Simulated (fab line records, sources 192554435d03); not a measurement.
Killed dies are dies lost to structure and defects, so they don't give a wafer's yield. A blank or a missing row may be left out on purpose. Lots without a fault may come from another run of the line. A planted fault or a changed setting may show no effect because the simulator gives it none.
fab line records | flow n5_finfet
record lots=7 wafers=18 last_day=17
route steps=1938 shown BEOL_M11@1540 PASSIVATION@1936
lots that met no fault: from a run of the same line without faults
start_h: hours from the record's first day to the start of the lot's first wafer shown | wait_h: hours since the lot's step before | " the same as in the row above | L1.1+2: a row that stands for several wafers | - no value, or no start given | * or withheld: withheld | < > ~ a bound
route shown NAME@n: a module of which the file shows steps, and the number in the route of the first | usual: mean/standard deviation of fault-free wafers | same: alike in all rows | chamber/n: place in a boat | sites: the reading at each site | _std_site: their standard deviation | _edge_site: outer sites' mean less inner sites' | radius_mm: how far each site lies from the wafer's centre | mask NAME#n: copy n | behind: the tool/chamber that last shaped the wafer | hold: why the lot was held/for how many hours/how that ended | device: the transistor (n, p or np) that didn't switch | end of line: the same wafers' tests at the end of the route | a step without rows: its recipe alone | killed: dies lost to structure and defects at the first sort, not the wafer's yield | map: a wafer's dies, x killed, . not, _ none there
set.NAME: the setting as run; set.NAME@STEP: as run at that earlier step | model.NAME: the simulator's own value behind a step, which no gauge read
lots at some steps of the route; a table a step, a row a wafer
services: from which hour (start_h, from the record's first day; less than 0 if before it) a tool's chamber was out of use, for how many hours, and why
## steps
# step N5_BEOL_M11_HM_DEP_02
# recipe material=TiN target_thk_a=200 temp_c=25 chamber_pressure_pa=0.49996
# usual substrate_temp_c=24.99/0.1 throttle_valve_pct=30.0/1.1
# columns lot.wafer tool chamber start_h wait_h substrate_temp_c throttle_valve_pct
L268.3 pvd_sputter-02 - 244.64 0.8 25.08 30.8
L268.5 " - " " 25.08 28.8
L268.6 " - " " 24.88 30.8
L270.1 pvd_sputter-01 - 259.63 1.5 25.18 30.3
L270.4 " - " " 24.95 30.0
L270.6 " - " " 24.83 31.7
L274.1 pvd_sputter-03 - 269.87 0.1 25.10 29.7
L274.2 " - " " 24.87 31.7
L274.5 " - " " 24.99 31.7
L281.2 pvd_sputter-02 - 311.84 1.4 25.09 30.9
L281.3 " - " " 25.05 28.5
L282.1 pvd_sputter-03 - 321.99 0.2 24.97 29.7
L282.3 " - " " 25.05 31.8
L285.1 pvd_sputter-03 - 340.77 2.5 25.06 29.6
L285.3 " - " " 25.09 30.0
L286.2 pvd_sputter-01 - 349.22 2.2 24.99 32.0
L286.4 " - " " 25.16 30.2
L286.5 " - " " 25.00 30.1
# step N5_BEOL_M11_COAT_59
# recipe resist=SOC temp_c=250 time_s=60 spin_rpm=1500 resist_thk_nm=100
# step N5_BEOL_M11_COAT_60
# recipe resist=SiARC temp_c=220 time_s=60 spin_rpm=1500 resist_thk_nm=30
# step N5_BEOL_M11_COAT_05
# recipe resist=CAR-ArF spin_rpm=1500 resist_thk_nm=90
# step N5_BEOL_M11_EBR_07
# recipe solvent=PGMEA ebr_width_mm=1.5
# step N5_BEOL_M11_SOFTBAKE_06
# recipe temp_c=110 time_s=60 resist=CAR-ArF
# step N5_BEOL_M11_EXPOSE_08
# recipe mask_id=M11 na=1.35 source_shape=dipole sigma_inner=0.411 sigma_outer=0.611 polarization=te dose_mj=53.75
# step N5_BEOL_M11_PEB_09
# recipe peb_temp_c=withheld peb_time_s=60 resist=CAR-ArF
# step N5_BEOL_M11_DEVELOP_10
# recipe develop_time_s=30 developer=TMAH resist=CAR-ArF rinse_liquid=diw dry=air_spin dev_temp_c=23
# step N5_BEOL_M11_CD_MEAS_11
# recipe target_cd_nm=64.1 landing_energy_ev=500 detector=se_inlens polarity=opening
# usual cd_nm=64.0/0.58
# columns lot.wafer tool chamber start_h wait_h cd_nm
L268.3 cd_sem-02 0 245.08 - 63.4
L268.5 " 0 " " 63.9
L268.6 " 0 " " 63.9
L270.1 cd_sem-02 0 260.12 - 64.6
L270.4 " 0 " " 64.1
L270.6 " 0 " " 64.6
L274.1 cd_sem-01 0 270.37 - 64.6
L274.2 " 0 " " 64.2
L274.5 " 0 " " 65.6
L281.2 cd_sem-02 0 312.22 - 64.2
L281.3 " 0 " " 64.8
L282.1 cd_sem-03 0 322.36 - 63.5
L282.3 " 0 " " 64.5
L285.1 cd_sem-02 0 341.14 - 64.0
L285.3 " 0 " " 63.6
L286.2 cd_sem-02 0 349.71 - 64.7
L286.4 " 0 " " 64.3
L286.5 " 0 " " 63.0
# step N5_BEOL_M11_OVL_MEAS_12
# recipe points_per_wafer=44
# usual M11_OVL=-0.3/0.8
# columns lot.wafer tool chamber start_h wait_h M11_OVL[nm]
L268.3 overlay-02 0 245.11 0.0 0.3
L268.5 " 0 " " -1.3
L268.6 " 0 " " -0.6
L270.1 overlay-02 0 260.15 0.0 -1.1
L270.4 " 0 " " -1.1
L270.6 " 0 " " -0.3
L274.1 overlay-02 0 270.40 0.0 -1.3
L274.2 " 0 " " -1.6
L274.5 " 0 " " -0.6
L281.2 overlay-01 0 312.25 0.0 -1.2
L281.3 " 0 " " -2.3
L282.1 overlay-01 0 322.39 0.0 -0.9
L282.3 " 0 " " -0.9
L285.1 overlay-02 0 341.17 0.0 -0.6
L285.3 " 0 " " -0.5
L286.2 overlay-02 0 349.74 0.0 0.2
L286.4 " 0 " " -1.1
L286.5 " 0 " " 0.8
# step N5_BEOL_M11_INSPECT_13
# recipe mode=adi inspect_instrument=brightfield
# usual raw_defect_count=442/92
# columns lot.wafer tool chamber start_h wait_h raw_defect_count
L268.3 defect_inspect-01 - 245.13 0.0 547
L268.5 " - " " 538
L268.6 " - " " 537
L270.1 defect_inspect-01 - 260.18 0.0 418
L270.4 " - " " 443
L270.6 " - " " 640
L274.1 defect_inspect-01 - 270.42 0.0 507
L274.2 " - " " 579
L274.5 " - " " 554
L281.2 defect_inspect-01 - 312.27 0.0 408
L281.3 " - " " 546
L282.1 defect_inspect-02 - 322.42 0.0 350
L282.3 " - " " 523
L285.1 defect_inspect-02 - 341.20 0.0 325
L285.3 " - " " 335
L286.2 defect_inspect-01 - 349.77 0.0 440
L286.4 " - " " 549
L286.5 " - " " 516
# step N5_BEOL_M11_DESCUM_16
# recipe chemistry=O2 time_s=7.9 source_power_w=50 bias_power_w=20 pressure_mtorr=20 rf_frequency_hz=2.712e+07 temp_c=40 resist=CAR-ArF o2_flow_sccm=225
# usual bias_power_w=20.00/0.053 drypump_motor_current_A=5.9/0.34 oes_product_au=0.80/0.083 rf_fwd_power_W=49.38/0.27 rf_vpp_V=243.4/1.4 showerhead_plenum_p_Torr=2.11/0.076 throttle_valve_pct=20.44/0.2
# columns lot.wafer tool chamber start_h wait_h bias_power_w drypump_motor_current_A oes_product_au rf_fwd_power_W rf_hours_counter_h rf_vpp_V showerhead_plenum_p_Torr throttle_valve_pct model.CAR-ArF_of_BEOL_M11_COAT_05.thk_nm
L268.3 rie_diel-01 3 245.19 0.1 19.99 6.2 0.80 49.04 77 244.9 2.20 20.36 83.6
L268.5 " 3 " " 19.94 6.2 0.81 49.20 - 245.2 2.20 20.37 83.8
L268.6 " 0 " " 19.94 5.1 0.86 49.19 - 243.7 2.02 20.30 83.4
L270.1 rie_diel-02 2 260.21 0.0 20.04 6.0 0.81 49.54 100 241.9 2.03 20.28 83.2
L270.4 " 0 " " 20.00 5.6 0.69 49.52 249 242.2 1.98 20.33 83.4
L270.6 " 2 " " 19.96 6.0 0.80 49.60 - 242.7 2.03 20.27 83.6
L274.1 rie_diel-06 2 270.47 0.0 19.96 5.9 0.76 49.09 127 244.0 2.18 20.48 83.6
L274.2 " 1 " " 20.04 6.0 0.70 49.70 175 244.4 2.20 20.66 84
L274.5 " 3 " " 20.01 6.5 0.69 49.52 - 244.5 2.17 20.76 84
L281.2 rie_diel-02 3 312.30 0.0 20.10 5.5 0.87 49.64 34 245.0 2.14 20.43 83.2
L281.3 " 0 " " 20.10 5.7 0.97 - 9 244.7 2.24 20.03 84.4
L282.1 rie_diel-02 1 322.45 0.0 19.94 6.4 0.88 48.98 61 241.7 2.02 20.15 83.4
L282.3 " 3 " " 20.04 5.6 0.86 - 37 244.2 2.14 20.46 84
L285.1 rie_diel-02 1 341.41 0.2 20.07 6.3 0.86 48.99 67 243.7 2.02 20.16 83.4
L285.3 " 0 " " 20.06 5.6 0.94 - 18 244.1 2.23 20.04 83.8
L286.2 rie_diel-06 0 349.80 0.0 20.05 5.6 0.73 49.55 218 243.0 2.07 20.60 83.4
L286.4 " 1 " " 20.00 6.0 0.69 49.70 - 243.8 2.19 20.70 83.4
L286.5 " 0 " " 20.01 5.6 0.72 49.34 - 243.5 2.07 20.59 83.8
# step N5_BEOL_M11_ETCH_61
# recipe chemistry=CF4 target=SiARC target_depth_a=390 mask_material=CAR-ArF time_s=65 ion_energy_ev=80 pressure_mtorr=40 source_w=545 bias_w=36 Ar_flow_sccm=100 cf4_flow_sccm=100 ends=cleared
# usual drypump_motor_current_A=5.9/0.34 etch_rf_on_time_s=64.0/1.5 oes_product_au=0.69/0.077 rf_fwd_power_W=537.8/2.9 rf_vpp_V=184.3/1.1 showerhead_plenum_p_Torr=2.16/0.068 throttle_valve_pct=15.60/0.17
# columns lot.wafer tool chamber start_h wait_h drypump_motor_current_A etch_rf_on_time_s oes_product_au rf_fwd_power_W rf_hours_counter_h rf_vpp_V showerhead_plenum_p_Torr throttle_valve_pct model.CAR-ArF_of_BEOL_M11_COAT_05.thk_nm
L268.3 rie_diel-01 3 245.22 0.0 6.2 66.7 0.68 536.8 77 186.1 2.25 15.53 55.6
L268.5 " 3 " " 6.2 66.5 0.69 536.9 - 185.5 2.25 15.52 55.6
L268.6 " 0 " " 5.1 63.2 0.74 539.6 - 183.7 2.09 15.60 55.4
L270.1 rie_diel-02 2 260.25 0.0 5.9 62.1 0.69 536.6 100 182.7 2.08 15.44 55.2
L270.4 " 0 " " 5.6 66.2 0.59 538.5 249 184.1 2.04 15.63 55.4
L270.6 " 2 " " 5.9 62.2 0.69 538.6 - 181.7 2.08 15.43 55.6
L274.1 rie_diel-06 2 270.51 0.0 5.9 63.9 0.66 533.3 127 185.8 2.24 15.70 55.6
L274.2 " 1 " " 6.0 65.3 0.60 540.9 175 184.1 2.23 15.74 56.2
L274.5 " 3 " " 6.4 64.8 0.59 540.5 - 183.2 2.18 15.74 56
L281.2 rie_diel-02 3 312.34 0.0 5.5 62.8 0.75 538.5 34 185.2 2.16 15.39 55.4
L281.3 " 0 " " 5.6 64.2 0.82 540.5 9 184.5 2.29 15.17 56.6
L282.1 rie_diel-02 1 322.49 0.0 6.3 61.5 0.76 534.8 61 184.3 2.10 15.44 55.4
L282.3 " 3 " " 5.6 61.8 0.76 537.8 37 184.0 2.16 15.40 56.2
L285.1 rie_diel-02 1 341.45 0.0 6.4 62.7 0.74 534.8 67 183.6 2.10 15.47 55.4
L285.3 " 0 " " 5.6 64.8 0.79 537.6 18 185.0 2.28 15.19 56
L286.2 rie_diel-06 0 349.84 0.0 5.6 64.7 0.62 537.4 218 185.0 2.13 15.84 55.6
L286.4 " 1 " " 6.0 66.1 0.58 541.0 - 185.3 2.22 15.80 55.6
L286.5 " 0 " " 5.6 64.4 0.62 536.2 - 184.1 2.13 15.85 56
# step N5_BEOL_M11_ETCH_62
# recipe chemistry=N2/H2 target=SOC target_depth_a=1100 overetch_a=220 mask_material=SiARC temp_c=40 time_s=165 ion_energy_ev=200 pressure_mtorr=30 source_w=840 bias_w=150 n2_flow_sccm=200 h2_flow_sccm=200
# usual drypump_motor_current_A=5.9/0.34 oes_product_au=0.67/0.069 rf_fwd_power_W=837.4/2.5 rf_vpp_V=524.5/2.5 showerhead_plenum_p_Torr=2.56/0.088 throttle_valve_pct=17.80/0.22
# columns lot.wafer tool chamber start_h wait_h drypump_motor_current_A oes_product_au rf_fwd_power_W rf_hours_counter_h rf_vpp_V showerhead_plenum_p_Torr throttle_valve_pct
L268.3 rie_diel-01 3 245.27 0.0 6.2 0.68 838.1 77 527.9 2.69 17.96
L268.5 " 3 " " 6.2 0.67 837.8 - 527.4 2.69 17.94
L268.6 " 0 " " 5.1 0.73 837.9 - 521.4 2.47 17.69
L270.1 rie_diel-02 2 260.30 0.0 5.9 0.67 836.4 100 522.3 2.45 17.59
L270.4 " 0 " " 5.6 0.60 835.0 249 520.8 2.39 17.59
L270.6 " 2 " " 6.0 0.67 836.8 - 521.7 2.45 17.59
L274.1 rie_diel-06 2 270.56 0.0 5.9 0.65 835.1 127 526.9 2.67 18.01
L274.2 " 1 " " 6.0 0.60 837.7 175 526.1 2.63 17.87
L274.5 " 3 " " 6.4 0.59 834.1 - 526.4 2.59 17.74
L281.2 rie_diel-02 3 312.39 0.0 5.6 0.74 833.4 34 524.3 2.59 17.76
L281.3 " 0 " " 5.6 0.81 839.2 9 529.4 2.70 17.22
L282.1 rie_diel-02 1 322.54 0.0 6.4 0.73 834.8 61 521.8 2.47 17.55
L282.3 " 3 " " 5.6 0.74 842.6 37 524.6 2.59 17.77
L285.1 rie_diel-02 1 341.50 0.0 6.4 0.72 837.7 67 521.6 2.47 17.58
L285.3 " 0 " " 5.6 0.79 838.4 18 528.2 2.70 17.24
L286.2 rie_diel-06 0 349.89 0.0 5.6 0.61 838.7 219 522.0 2.51 18.02
L286.4 " 1 " " 6.0 0.59 838.6 - 527.3 2.61 17.89
L286.5 " 0 " " 5.6 0.61 836.1 - 522.9 2.51 18.00
# step N5_PASSIVATION_PROBE_49
# usual defect_limited_yield=91.4/1.6 killed_at_M0_to_M3=34/10 killed_at_M4_up=12/4.8 killed_at_contacts=11/6.2 killed_at_front_end=39/13 killed_at_other=4/3.1 killed_dies=101/19 killed_open=67/14 killed_short=32/8.3 sort_bin_5_function=5.0/1 sort_bin_6_memory=3.2/0.76 sort_n_pass=1079/19 sort_yield_pct=91.4/1.6
# same gross_dies=1180 killed_at_back_side=0 sort_bin_4_leakage[%]=0 sort_bin_8_speed[%]=0
# columns lot.wafer tool chamber start_h wait_h defect_limited_yield[%] killed_at_M0_to_M3 killed_at_M4_up killed_at_contacts killed_at_front_end killed_at_other killed_dies killed_open killed_short sort_bin_5_function[%] sort_bin_6_memory[%] sort_n_pass sort_yield_pct[%]
L268.3 prober-01 - 292.39 0.1 92.8 43 7 11 20 4 85 58 24 4.3 2.8 1095 92.8
L268.5 prober-01 - 292.49 0.2 91.8 29 22 7 35 4 97 53 43 4.4 3.3 1083 91.8
L268.6 prober-01 - 292.54 0.3 91.4 32 13 22 32 3 102 63 35 5.7 2.5 1078 91.4
L270.1 prober-01 - 297.31 0.0 91.5 43 7 13 33 4 100 71 28 4.1 3.9 1080 91.5
L270.4 prober-01 - 297.46 0.2 89.7 58 14 14 36 0 122 88 33 6.9 3.1 1058 89.7
L270.6 prober-01 - 297.56 0.3 91.2 39 11 9 41 4 104 68 34 5.3 3.1 1076 91.2
L285.1 prober-02 - 392.36 0.0 92.8 26 9 14 33 3 85 60 23 4.3 2.4 1095 92.8
L285.3 prober-02 - 392.46 0.1 91.0 16 25 19 39 7 106 80 24 5.4 3.3 1074 91.0
L286.2 prober-01 - 398.48 0.1 91.0 27 18 23 33 5 106 72 34 5.2 3.6 1074 91.0
L286.4 prober-01 - 398.58 0.2 91.3 39 11 13 36 4 103 66 36 4.8 3.6 1077 91.3
L286.5 prober-01 - 398.63 0.2 90.5 29 15 9 50 9 112 68 43 5.1 4.0 1068 90.5
# killed by level:class
L268.3 BEOL_M2:geometric_particle:open=13 BEOL_M1:geometric_particle:open=10 MOL_CONTACT_COAG:geometric_particle:open=8 BEOL_M0_SAQP:geometric_particle:open=6 BEOL_M0_SAQP:geometric_particle:short=4 BEOL_M3:geometric_particle:open=4 STI_FIN_REVEAL:geometric_particle:open=3 MOL_CONTACT_COAG:geometric_particle:short=3
L268.5 FIN_SAQP:geometric_particle:short=15 BEOL_M1:geometric_particle:open=9 BEOL_M0_SAQP:geometric_particle:short=9 MOL_CONTACT_COAG:geometric_particle:open=7 BEOL_M4:geometric_particle:open=7 BEOL_M0_SAQP:geometric_particle:open=5 STI_FIN_REVEAL:geometric_particle:open=4 FIN_SAQP:geometric_particle:open=3
L268.6 MOL_CONTACT_COAG:geometric_particle:open=17 BEOL_M0_SAQP:geometric_particle:short=10 BEOL_M4:geometric_particle:open=9 BEOL_M0_SAQP:geometric_particle:open=8 STI_FIN_REVEAL:geometric_particle:open=7 FIN_SAQP:geometric_particle:short=5 MOL_CONTACT_COAG:geometric_particle:short=5 BEOL_M3:geometric_particle:open=5
L270.1 BEOL_M3:geometric_particle:open=15 FIN_SAQP:geometric_particle:open=11 MOL_CONTACT_COAG:geometric_particle:open=10 BEOL_M0_SAQP:geometric_particle:open=8 FIN_SAQP:geometric_particle:short=7 BEOL_M0_SAQP:geometric_particle:short=7 STARTING-WAFER:geometric_particle:open=6 BEOL_M2:geometric_particle:open=4
L270.4 BEOL_M3:geometric_particle:open=22 FIN_SAQP:geometric_particle:open=12 BEOL_M0_SAQP:geometric_particle:open=11 MOL_CONTACT_COAG:geometric_particle:open=10 BEOL_M2:geometric_particle:open=8 BEOL_M0_SAQP:geometric_particle:short=7 BEOL_M4:geometric_particle:open=6 STI_FIN_REVEAL:geometric_particle:open=6
L270.6 BEOL_M2:geometric_particle:open=9 BEOL_M3:geometric_particle:open=9 STI_FIN_REVEAL:geometric_particle:open=8 BEOL_M0_SAQP:geometric_particle:short=7 STARTING-WAFER:geometric_particle:open=7 FIN_SAQP:geometric_particle:short=6 FIN_SAQP:geometric_particle:open=6 DUMMY_GATE:geometric_particle:open=5
L285.1 MOL_CONTACT_COAG:geometric_particle:open=11 BEOL_M2:geometric_particle:open=10 FIN_SAQP:geometric_particle:short=9 STI_FIN_REVEAL:geometric_particle:open=9 FIN_SAQP:geometric_particle:open=8 BEOL_M0_SAQP:geometric_particle:open=5 BEOL_M0:geometric_particle:open=4 MOL_CONTACT_COAG:geometric_particle:short=3
L285.3 MOL_CONTACT_COAG:geometric_particle:open=18 BEOL_M4:geometric_particle:open=15 STI_FIN_REVEAL:geometric_particle:open=13 BEOL_M1:geometric_particle:open=8 FIN_SAQP:geometric_particle:open=7 FIN_SAQP:geometric_particle:short=5 STARTING-WAFER:geometric_particle:open=4 GATE_CUT:geometric_particle:short=3
L286.2 MOL_CONTACT_COAG:geometric_particle:open=21 FIN_SAQP:geometric_particle:open=11 BEOL_M0_SAQP:geometric_particle:open=6 BEOL_M3:geometric_particle:open=6 BEOL_M0_SAQP:geometric_particle:short=5 BEOL_M4:geometric_particle:open=5 STI_FIN_REVEAL:geometric_particle:open=4 GATE_CUT:geometric_particle:short=3
L286.4 STI_FIN_REVEAL:geometric_particle:open=15 MOL_CONTACT_COAG:geometric_particle:open=11 BEOL_M0_SAQP:geometric_particle:open=10 BEOL_M0_SAQP:geometric_particle:short=7 BEOL_M3:geometric_particle:open=7 FIN_SAQP:geometric_particle:short=6 BEOL_M1:geometric_particle:open=4 BEOL_M4:geometric_particle:open=4
L286.5 BEOL_M3:geometric_particle:open=10 FIN_SAQP:geometric_particle:open=9 FIN_SAQP:geometric_particle:short=9 BEOL_M2:geometric_particle:open=7 GATE_CUT:geometric_particle:short=6 STARTING-WAFER:geometric_particle:short=6 MOL_CONTACT_COAG:geometric_particle:open=5 STI_FIN_REVEAL:geometric_particle:open=5
## services
# columns tool chamber start_h hours kind
rie_diel-06 0 241.54 35.5 repair
rie_diel-02 0 267.48 - clean
rie_diel-02 0 267.48 - consumable_replace:focus_ring
rie_diel-02 0 267.48 - consumable_replace:showerhead
rie_diel-02 0 267.48 17.7 scheduled_down
rie_diel-02 0 267.48 17.7 vent_cycle
rie_diel-02 1 275.33 12.3 repair
rie_diel-01 - 291.01 0.8 repair
rie_diel-06 0 310.84 9.6 repair
rie_diel-06 3 320.63 - clean
rie_diel-06 3 320.63 - consumable_replace:focus_ring
rie_diel-06 3 320.63 31.4 scheduled_down
rie_diel-06 3 320.63 31.4 vent_cycle
rie_diel-02 0 348.61 5.8 repair
## key
first_sign none at tools or gauges
model_effect step=N5_BEOL_M11_DESCUM_16 value=CAR-ArF_of_BEOL_M11_COAT_05.thk_nm without=83.47 struck=84.07
model_effect step=N5_BEOL_M11_ETCH_61 value=CAR-ArF_of_BEOL_M11_COAT_05.thk_nm without=55.67 struck=56.27
met_at N5_BEOL_M11_DESCUM_16
struck_wafers L281.3,L282.3,L285.3
onset_between 260.21 312.30
fault kind=process_parameter_drift tool=rie_diel-02 chamber=- onset_h=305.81 steps=N5_BEOL_M11_DESCUM_16 channel=time_s offset=* shape=step end_h=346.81 scope=struck_wafers_only acts_in=* stated=*
